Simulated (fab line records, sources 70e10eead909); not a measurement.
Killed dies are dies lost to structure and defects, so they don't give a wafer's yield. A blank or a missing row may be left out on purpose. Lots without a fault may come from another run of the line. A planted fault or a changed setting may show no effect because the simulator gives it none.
Chamber matching | flow nand_harc | NHARC_THIN_TSV_DEP_43 on pecvd-02: 3 sister chambers
The step deposits SiO2, target thk 1328.5 nm. 6 wafers are shown with their chamber, then 8 later ones without.

WAFERS WITH THEIR CHAMBER
wafer  | chamber | throttle_valve_pct (%)
L654.4 | 2       | 17.2
L663.5 | 2       | 17.7
L665.2 | 0       | 15.5
L665.3 | 1       | 16.8
L665.5 | 1       | 16.5
L667.2 | 0       | 15.5

WAFERS WITHOUT THEIR CHAMBER
wafer  | throttle_valve_pct (%)
L667.4 | 18.0
L667.5 | 15.2
L666.1 | 16.6
L666.3 | 17.7
L666.6 | 16.5
L668.1 | 17.3
L668.3 | 15.8
L668.4 | 15.5

WHICH CHAMBER EACH WENT THROUGH
wafer  | from the rows above | in truth
L667.4 | 2                   | 2
L667.5 | 0                   | 0
L666.1 | 1                   | 1
L666.3 | 2                   | 2
L666.6 | 1                   | 1
L668.1 | 2                   | 2
L668.3 | 0                   | 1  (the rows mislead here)
L668.4 | 0                   | 0
Placed correctly: 7 of 8. Can't be placed from these rows: 0. Placed wrongly: 1.
How it was worked out, from the rows above alone: a wafer's distance from a chamber is the root of the sum, over the readings, of the square of ((its reading less the chamber's mean) divided by the reading's scatter). The wafer belongs to the nearest chamber; if the next one is less than 2 further off, it can't be placed. A chamber's mean is the mean of its shown wafers. The scatter: the root of (the sum of the squares of (reading less its chamber's mean) over the shown wafers, divided by (wafers less chambers)).
